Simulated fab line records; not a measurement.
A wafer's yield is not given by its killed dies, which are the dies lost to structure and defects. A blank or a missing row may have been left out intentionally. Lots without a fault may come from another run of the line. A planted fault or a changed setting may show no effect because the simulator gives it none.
fab line records	flow nand_harc
record lots=6	wafers=18	last_day=33
route steps=1302 shown P_M2@339 P_BONDPAD@351 END@1302
lots untouched by any fault: they come from a run of this same line in which no faults occurred
start_h: hours from the record's opening day to when the first of the lot's shown wafers began	wait_h: time in hours since the lot's previous step	" identical to the entry in the row above	L1.1+2: a row that stands for several wafers	- no value present, or no start provided	* or withheld: withheld	< > ~ a bound
route shown NAME@n: names a module that has steps shown in the file, with the first one's number in the route	usual: mean/standard deviation taken from wafers without a fault	same: alike in all rows	chamber/n: place in a boat	sites: the reading at each site	_std_site: the standard deviation of these	_edge_site: mean of outer sites minus mean of inner sites	radius_mm: for every site, how far away it sits from the centre of the wafer	mask NAME#n: copy n	behind: the last tool/chamber to shape the wafer	hold: why the lot went on hold/how many hours it stayed there/how the hold came to an end	device: transistor that didn't switch, given as n, p or np	end of line: tests run on the same wafers once the route is complete	where a step has no rows: the recipe by itself	killed: at the first sort, the dies lost to defects and structure; wafer yield is something else	map: the dies of a wafer, with x for killed, . for not killed, _ for no die there
set.NAME: the setting that was run; set.NAME@STEP: the one run at that earlier step	model.NAME: the simulator's own value behind a step, which no gauge read
certain route steps with their lots: each step a table, each wafer a row
services: a tool's chamber out of use, with start hour (start_h, from the record's first day; less than 0 if before it), hours out, and reason
## steps
# step NHARC_P_M2_PRE_CLEAN_30
# recipe time_s=30	temp_c=280	gas=H2/He
# usual heater_power_w=398/40
lot.wafer	tool	chamber	start_h	wait_h	heater_power_w
L271.1	pvd_sputter-03	-	-	-	436
L271.3	"	-	"	"	393
L271.5	"	-	"	"	378
L272.1	pvd_sputter-01	-	-	-	350
L272.3	"	-	"	"	414
L272.6	"	-	"	"	415
L275.3	pvd_sputter-01	-	-	-	425
L275.5	"	-	"	"	435
L275.6	"	-	"	"	419
L285.1	pvd_sputter-03	-	-	-	382
L285.2	"	-	"	"	473
L285.5	"	-	"	"	383
L290.3	pvd_sputter-01	-	-	-	449
L290.1	"	-	"	"	355
L290.6	"	-	"	"	415
L292.4	pvd_sputter-03	-	-	-	376
L292.2	"	-	"	"	471
L292.5	"	-	"	"	395
# step NHARC_P_M2_PVD_20
# recipe target_thk_a=50	bias_v=168.6	power_w=15000	chamber_pressure_pa=0.12	time_s=8.06	substrate_temp_c=50	material=TaN
# usual throttle_valve_pct=30.0/1.2
lot.wafer	tool	chamber	start_h	wait_h	throttle_valve_pct
L271.3	pvd_sputter-03	-	-	-	29.5
L271.1	"	-	"	"	30.9
L271.5	"	-	"	"	30.5
L272.3	pvd_sputter-01	-	-	-	30.8
L272.1	"	-	"	"	30.6
L272.6	"	-	"	"	30.5
L275.3	pvd_sputter-01	-	-	-	30.3
L275.6	"	-	"	"	30.3
L275.5	"	-	"	"	28.8
L285.2	pvd_sputter-03	-	-	-	29.8
L285.1	"	-	"	"	31.0
L285.5	"	-	"	"	30.9
L290.1	pvd_sputter-01	-	-	-	31.7
L290.3	"	-	"	"	29.6
L290.6	"	-	"	"	31.5
L292.4	pvd_sputter-03	-	-	-	31.1
L292.2	"	-	"	"	30.7
L292.5	"	-	"	"	30.6
# step NHARC_P_M2_PVD_21
# recipe target_thk_a=300	chamber_pressure_pa=5	power_w=5000	substrate_temp_c=30	time_s=20.49	material=Cu
# step NHARC_P_M2_ECD_22
# recipe target_thk_a=4000	bath_temp_c=25	material=Cu
# step NHARC_P_M2_ANNEAL_31
# recipe temp_c=225	time_s=90
# step NHARC_P_M2_CMP_23
# recipe t_overpolish_s=20	target_thk_nm=144.3
# usual motor_current_A=11.6/1.2	time_to_endpoint_s=28.9/2
lot.wafer	tool	chamber	start_h	wait_h	motor_current_A	time_to_endpoint_s
L271.3	cmp-02	1	148.80	-	11.1	29.6
L271.1	"	0	"	"	11.1	30.0
L271.5	"	1	"	"	11.5	32.1
L272.1	cmp-02	1	166.88	-	10.8	26.6
L272.3	"	3	"	"	12.5	27.9
L272.6	"	0	"	"	11.1	29.7
L275.3	cmp-04	1	193.12	-	10.7	26.1
L275.6	"	2	"	"	10.3	29.1
L275.5	"	3	"	"	12.1	26.6
L285.2	cmp-04	3	295.08	-	11.8	24.3
L285.1	"	0	"	"	11.2	25.8
L285.5	"	2	"	"	10.5	25.8
L290.1	cmp-02	1	346.20	-	10.3	25.3
L290.3	"	3	"	"	12.3	26.0
L290.6	"	2	"	"	11.1	26.9
L292.2	cmp-04	1	365.55	-	10.6	29.4
L292.4	"	2	"	"	10.6	29.8
L292.5	"	1	"	"	10.8	29.5
# step NHARC_P_M2_THK_MEAS_24
# recipe thk_meas_gauge=xrf
# usual thk_nm=144.1/1.3
lot.wafer	tool	chamber	start_h	wait_h	thk_nm
L271.1	film_metro-02	-	149.12	-	145.3
L271.3	"	-	"	"	142.7
L271.5	"	-	"	"	145.8
L272.1	film_metro-02	-	167.16	-	144.3
L272.3	"	-	"	"	144.3
L272.6	"	-	"	"	144.1
L275.3	film_metro-01	-	193.35	-	143.9
L275.5	"	-	"	"	142.5
L275.6	"	-	"	"	142.3
L285.1	film_metro-01	-	295.37	-	145.0
L285.2	"	-	"	"	144.8
L285.5	"	-	"	"	144.4
L290.1	film_metro-01	-	346.51	-	146.0
L290.3	"	-	"	"	143.3
L290.6	"	-	"	"	146.2
L292.2	film_metro-01	-	365.84	-	142.8
L292.4	"	-	"	"	142.1
L292.5	"	-	"	"	145.2
# step NHARC_P_M2_SRD_25
# step NHARC_P_M2_INSPECT_27
# usual raw_defect_count=322/130
lot.wafer	tool	chamber	start_h	wait_h	raw_defect_count
L271.1	defect_inspect-02	-	149.27	0.0	217
L271.3	"	-	"	"	458
L271.5	"	-	"	"	269
L272.1	defect_inspect-01	-	167.32	0.0	352
L272.3	"	-	"	"	210
L272.6	"	-	"	"	237
L275.3	defect_inspect-02	-	193.50	0.0	449
L275.5	"	-	"	"	436
L275.6	"	-	"	"	391
L285.1	defect_inspect-01	-	295.53	0.0	175
L285.2	"	-	"	"	182
L285.5	"	-	"	"	178
L290.1	defect_inspect-02	-	346.67	0.0	155
L290.3	"	-	"	"	121
L290.6	"	-	"	"	194
L292.2	defect_inspect-01	-	365.99	0.0	375
L292.4	"	-	"	"	278
L292.5	"	-	"	"	281
# step NHARC_P_M2_PRE_CLEAN_32
# recipe time_s=12	temp_c=370	rf_power_w=300	gas=NH3
# step NHARC_P_M2_DEP_33
# recipe target_thk_a=300	temp_c=370	target_thk_nm=30	pressure_torr=3	flow_sccm=200	rf_w=450	material=SiCN
# usual heater_power_w=576/80
lot.wafer	tool	chamber	start_h	wait_h	heater_power_w
L271.1	pecvd-04	0	149.42	0.1	598
L271.3	"	2	"	"	389
L271.5	"	1	"	"	637
L272.3	pecvd-03	2	167.51	0.1	656
L272.1	"	0	"	"	430
L272.6	"	1	"	"	653
L275.3	pecvd-04	1	193.69	0.1	569
L275.6	"	1	"	"	562
L275.5	"	2	"	"	441
L285.1	pecvd-04	1	295.67	0.1	584
L285.2	"	2	"	"	440
L285.5	"	0	"	"	552
L290.1	pecvd-03	1	346.82	0.1	699
L290.3	"	0	"	"	583
L290.6	"	2	"	"	558
L292.2	pecvd-04	1	366.14	0.1	694
L292.5	"	2	"	"	455
L292.4	"	0	"	"	480
# step NHARC_P_BONDPAD_DEP_00
# recipe target_thk_a=2500	temp_c=370	target_thk_nm=250	pressure_torr=3	flow_sccm=200	rf_w=450	material=SiCN
# usual heater_power_w=566/66
lot.wafer	tool	chamber	start_h	wait_h	heater_power_w
L271.1	pecvd-03	1	149.81	-	661
L271.3	"	0	"	"	521
L271.5	"	0	"	"	553
L271.1	pecvd-03	1	150.38	-	659
L271.3	"	0	"	"	527
L271.5	"	0	"	"	552
L272.1	pecvd-04	1	167.92	-	635
L272.3	"	2	"	"	467
L272.6	"	0	"	"	609
L275.3	pecvd-01	0	194.06	-	578
L275.5	"	1	"	"	534
L275.6	"	2	"	"	610
L275.3	pecvd-01	0	194.66	-	591
L275.5	"	1	"	"	541
L275.6	"	2	"	"	602
L285.2	pecvd-01	0	296.09	-	540
L285.1	"	1	"	"	524
L285.5	"	2	"	"	527
L290.1	pecvd-03	2	347.30	-	526
L290.3	"	0	"	"	498
L290.6	"	2	"	"	543
L292.2	pecvd-01	2	366.65	-	597
L292.5	"	1	"	"	503
L292.4	"	2	"	"	618
# step NHARC_P_BONDPAD_CMP_32
# recipe target_thk_nm=200	material=SiCN
# usual motor_current_A=12.0/1.4
lot.wafer	tool	chamber	start_h	wait_h	motor_current_A
L271.1	cmp-01	3	150.89	-	12.4
L271.3	"	1	"	"	10.1
L271.5	"	3	"	"	11.8
L272.1	cmp-03	3	168.36	-	12.2
L272.3	"	0	"	"	12.1
L272.6	"	1	"	"	14.1
L275.3	cmp-03	2	195.24	-	11.7
L275.6	"	3	"	"	12.3
L275.5	"	0	"	"	11.9
L285.2	cmp-01	1	296.52	-	10.1
L285.1	"	3	"	"	11.3
L285.5	"	0	"	"	14.4
L290.1	cmp-03	0	347.66	-	12.6
L290.3	"	3	"	"	13.3
L290.6	"	0	"	"	11.9
L292.4	cmp-01	2	366.99	-	12.9
L292.2	"	3	"	"	11.3
L292.5	"	2	"	"	12.6
# step NHARC_P_BONDPAD_THK_MEAS_33
# recipe thk_meas_gauge=ellipsometry
# usual thk_nm=200.0/1.5
lot.wafer	tool	chamber	start_h	wait_h	thk_nm
L271.1	film_metro-02	-	151.14	0.2	200.2
L271.3	"	-	"	"	199.6
L271.5	"	-	"	"	202.7
L272.1	film_metro-01	-	168.56	0.2	200.2
L272.3	"	-	"	"	201.5
L272.6	"	-	"	"	199.9
L275.3	film_metro-02	-	195.42	0.2	216.8
L275.5	"	-	"	"	210.7
L275.6	"	-	"	"	208.8
L275.3	film_metro-02	-	195.59	0.2	218.1
L275.5	"	-	"	"	211.4
L275.6	"	-	"	"	208.4
L285.1	film_metro-01	-	296.74	0.1	199.7
L285.2	"	-	"	"	199.1
L285.5	"	-	"	"	200.1
L290.1	film_metro-01	-	347.91	0.2	198.2
L290.3	"	-	"	"	199.7
L290.6	"	-	"	"	198.7
L292.2	film_metro-02	-	367.22	0.2	199.1
L292.4	"	-	"	"	199.8
L292.5	"	-	"	"	198.8
# step NHARC_P_BONDPAD_SRD_34
# step NHARC_END_SORT_01
# recipe temp_c=25
# usual defect_limited_yield=90/3.3	killed_at_array=61/22	killed_at_other=0.8/1	killed_at_periphery=3.8/2.3	killed_dies=66/22	killed_open=3.2/1.9	killed_short=2.8/1.8
# same gross_dies=677
lot.wafer	tool	chamber	start_h	wait_h	defect_limited_yield[%]	killed_at_array	killed_at_other	killed_at_periphery	killed_dies	killed_open	killed_short
L272.1	prober-02	0	582.09	2.5	87	83	0	5	88	7	2
L272.3	prober-02	0	583.69	3.1	91	58	0	6	64	4	3
L272.6	prober-02	0	586.08	4.0	86	94	0	2	96	6	2
L271.1	prober-02	0	589.87	2.5	88	76	0	3	79	3	1
L271.3	prober-02	0	591.47	3.1	85	100	2	1	103	2	4
L271.5	prober-02	0	593.06	3.7	85	97	0	2	99	5	1
L275.3	prober-01	0	624.92	3.1	87	85	0	1	86	1	0
L275.5	prober-01	0	626.50	3.7	87	87	0	2	89	2	2
L275.6	prober-01	0	627.29	3.9	89	69	1	2	72	3	3
L285.1	prober-01	0	729.67	2.5	87	87	1	2	90	0	3
L285.2	prober-01	0	730.48	2.8	89	73	0	4	77	3	4
L285.5	prober-01	0	732.89	3.7	86	94	2	2	98	2	0
L290.1	prober-02	0	776.30	2.5	91	57	0	6	63	4	3
L290.3	prober-02	0	777.91	3.1	91	55	0	5	60	2	1
L290.6	prober-02	0	780.33	4.0	90	68	1	1	70	2	2
L292.2	prober-01	0	799.53	2.8	93	45	1	2	48	5	5
L292.4	prober-01	0	801.13	3.4	94	38	3	2	43	2	1
L292.5	prober-01	0	801.94	3.7	93	42	0	4	46	6	6
# killed by level:class
L272.1 A_CHANNEL_HOLE_D1:chamber_film_flake=39 A_CHANNEL_HOLE_D2:chamber_film_flake=28 A_STAIRCASE:chamber_film_flake=5 P_GATE:chamber_film_flake=3 A_ONON_D2:geometric_particle:open=2 A_SLIT:chamber_film_flake=2 P_CONTACT:geometric_particle:open=1 P_M0:geometric_particle:open=1
L272.3 A_CHANNEL_HOLE_D1:chamber_film_flake=28 A_CHANNEL_HOLE_D2:chamber_film_flake=16 A_STAIRCASE:chamber_film_flake=8 P_STI:geometric_particle:open=2 P_GATE:chamber_film_flake=2 P_STI:geometric_particle:short=1 P_GATE:geometric_particle:open=1 A_SOURCE_PLATE:geometric_particle:open=1
L272.6 A_CHANNEL_HOLE_D1:chamber_film_flake=38 A_CHANNEL_HOLE_D2:chamber_film_flake=33 A_STAIRCASE:chamber_film_flake=10 A_CONTACT:chamber_film_flake=4 P_M0:geometric_particle:open=2 A_BLC:geometric_particle:open=2 A_ONON_D2:geometric_particle:short=1 A_CHANNEL_FILL_D2:geometric_particle:short=1
L271.1 A_CHANNEL_HOLE_D1:chamber_film_flake=27 A_CHANNEL_HOLE_D2:chamber_film_flake=20 A_SLIT:chamber_film_flake=18 A_CONTACT:chamber_film_flake=3 A_BONDPAD:chamber_film_flake=3 A_STAIRCASE:chamber_film_flake=2 P_M0:geometric_particle:open=1 P_M1:geometric_particle:open=1
L271.3 A_CHANNEL_HOLE_D2:chamber_film_flake=37 A_CHANNEL_HOLE_D1:chamber_film_flake=32 A_SLIT:chamber_film_flake=16 A_STAIRCASE:chamber_film_flake=4 A_BONDPAD:chamber_film_flake=3 A_M0:geometric_particle:short=2 A_DECK1_JOINT:chamber_film_flake=2 A_ONON_D1:geometric_particle:open=1
L271.5 A_CHANNEL_HOLE_D2:chamber_film_flake=33 A_CHANNEL_HOLE_D1:chamber_film_flake=30 A_SLIT:chamber_film_flake=24 A_CONTACT:chamber_film_flake=3 P_M0:geometric_particle:open=1 A_DECK1_JOINT:geometric_particle:open=1 A_CHANNEL_FILL_D2:geometric_particle:open=1 P_ZERO_WELL:chamber_film_flake=1
L275.3 A_CHANNEL_HOLE_D1:chamber_film_flake=36 A_SLIT:chamber_film_flake=30 A_CHANNEL_HOLE_D2:chamber_film_flake=9 A_CONTACT:chamber_film_flake=4 A_WL_FILL:chamber_film_flake=2 A_M1:chamber_film_flake=2 P_CONTACT:geometric_particle:open=1 A_DECK1_JOINT:chamber_film_flake=1
L275.5 A_CHANNEL_HOLE_D1:chamber_film_flake=36 A_SLIT:chamber_film_flake=32 A_M1:chamber_film_flake=5 A_CHANNEL_HOLE_D2:chamber_film_flake=4 A_CONTACT:chamber_film_flake=3 A_STAIRCASE:chamber_film_flake=2 A_ONON_D1:geometric_particle:open=1 A_DECK1_JOINT:geometric_particle:short=1
L275.6 A_CHANNEL_HOLE_D1:chamber_film_flake=35 A_SLIT:chamber_film_flake=14 A_CONTACT:chamber_film_flake=5 A_CHANNEL_HOLE_D2:chamber_film_flake=3 A_CHANNEL_FILL_D2:geometric_particle:open=2 A_CHANNEL_FILL_D1:chamber_film_flake=2 A_STAIRCASE:chamber_film_flake=2 A_ONON_D1:geometric_particle:short=1
L285.1 A_CHANNEL_HOLE_D1:chamber_film_flake=42 A_SLIT:chamber_film_flake=20 A_CHANNEL_HOLE_D2:chamber_film_flake=17 A_CONTACT:chamber_film_flake=3 P_CONTACT:chamber_film_flake=2 A_CHANNEL_FILL_D1:geometric_particle:short=1 A_WL_FILL:geometric_particle:short=1 A_M0:geometric_particle:short=1
L285.2 A_CHANNEL_HOLE_D1:chamber_film_flake=34 A_SLIT:chamber_film_flake=12 A_CHANNEL_HOLE_D2:chamber_film_flake=8 A_CONTACT:chamber_film_flake=5 A_BLC:chamber_film_flake=3 P_CONTACT:chamber_film_flake=2 P_BONDPAD:chamber_film_flake=2 A_STAIRCASE:chamber_film_flake=2
L285.5 A_CHANNEL_HOLE_D1:chamber_film_flake=36 A_SLIT:chamber_film_flake=28 A_CHANNEL_HOLE_D2:chamber_film_flake=16 A_STAIRCASE:chamber_film_flake=3 A_WL_FILL:chamber_film_flake=3 A_CONTACT:chamber_film_flake=3 THIN_TSV:chamber_film_flake=2 P_M0:geometric_particle:open=1
L290.1 A_SLIT:chamber_film_flake=19 A_CHANNEL_HOLE_D1:chamber_film_flake=15 A_CONTACT:chamber_film_flake=9 A_CHANNEL_HOLE_D2:chamber_film_flake=3 A_CHANNEL_FILL_D2:chamber_film_flake=3 P_GATE:chamber_film_flake=2 P_M1:chamber_film_flake=2 A_DECK1_JOINT:chamber_film_flake=2
L290.3 A_SLIT:chamber_film_flake=22 A_CHANNEL_HOLE_D1:chamber_film_flake=16 A_CONTACT:chamber_film_flake=13 P_GATE:chamber_film_flake=2 P_STI:geometric_particle:short=1 P_GATE:geometric_particle:open=1 A_SOURCE_PLATE:geometric_particle:open=1 P_STI:chamber_film_flake=1
L290.6 A_SLIT:chamber_film_flake=31 A_CHANNEL_HOLE_D1:chamber_film_flake=16 A_CONTACT:chamber_film_flake=8 A_STAIRCASE:chamber_film_flake=3 A_CHANNEL_FILL_D1:chamber_film_flake=2 A_DECK1_JOINT:chamber_film_flake=2 A_CHANNEL_FILL_D2:chamber_film_flake=2 P_GATE:geometric_particle:open=1
L292.2 A_CHANNEL_HOLE_D1:chamber_film_flake=18 A_SLIT:chamber_film_flake=11 A_CONTACT:chamber_film_flake=5 A_BLC:geometric_particle:open=2 A_WL_FILL:chamber_film_flake=2 P_GATE:geometric_particle:short=1 P_M0:geometric_particle:open=1 A_CHANNEL_HOLE_D1:geometric_particle:short=1
L292.4 A_CHANNEL_HOLE_D1:chamber_film_flake=17 A_SLIT:chamber_film_flake=12 A_CONTACT:chamber_film_flake=5 THIN_TSV:chamber_film_flake=3 P_CONTACT:geometric_particle:short=1 A_CHANNEL_FILL_D1:geometric_particle:open=1 A_DECK1_JOINT:geometric_particle:open=1 P_GATE:chamber_film_flake=1
L292.5 A_CHANNEL_HOLE_D1:chamber_film_flake=16 A_SLIT:chamber_film_flake=11 A_CONTACT:chamber_film_flake=4 A_ONON_D1:geometric_particle:short=2 P_GATE:geometric_particle:short=1 P_CONTACT:geometric_particle:short=1 P_M1:geometric_particle:short=1 A_ONON_D1:geometric_particle:open=1
## services
tool	chamber	start_h	hours	kind
pecvd-04	-	127.92	13.0	pm
pecvd-01	-	130.14	13.0	pm
cmp-02	-	134.55	4.0	pm
cmp-01	-	154.51	0.8	repair
cmp-03	-	162.13	4.0	pm
pecvd-04	1	163.69	4.2	repair
pvd_sputter-03	-	170.00	10.0	pm
cmp-03	-	171.06	1.3	repair
cmp-01	-	172.66	0.5	repair
pecvd-03	-	173.08	2.4	repair
pecvd-03	-	185.00	13.0	pm
pvd_sputter-03	-	193.04	1.6	repair
pecvd-01	1	212.34	20.4	repair
pvd_sputter-01	-	226.00	10.0	pm
pvd_sputter-01	-	267.30	2.8	repair
pecvd-04	1	271.63	17.4	repair
pvd_sputter-03	-	286.01	6.8	repair
pecvd-04	-	308.92	13.0	pm
pecvd-01	-	311.14	13.0	pm
pecvd-04	0	331.84	4.2	repair
pecvd-04	1	333.54	16.0	repair
pvd_sputter-03	-	333.78	6.7	repair
pvd_sputter-03	-	348.00	10.0	pm
pecvd-03	-	366.00	13.0	pm
## key
first_sign step=NHARC_P_BONDPAD_DEP_00	reading=visit	direction=added
effect step=NHARC_P_BONDPAD_THK_MEAS_33	reading=visit	direction=added
met_at NHARC_P_BONDPAD_DEP_00
struck_wafers L271.1,L271.3,L271.5,L275.3,L275.5,L275.6
fault kind=repeated_step_whole	tool=pecvd-01,pecvd-03,pecvd-04	chamber=-	onset_h=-	steps=NHARC_P_BONDPAD_DEP_00	times=1	scope=struck_lots_only
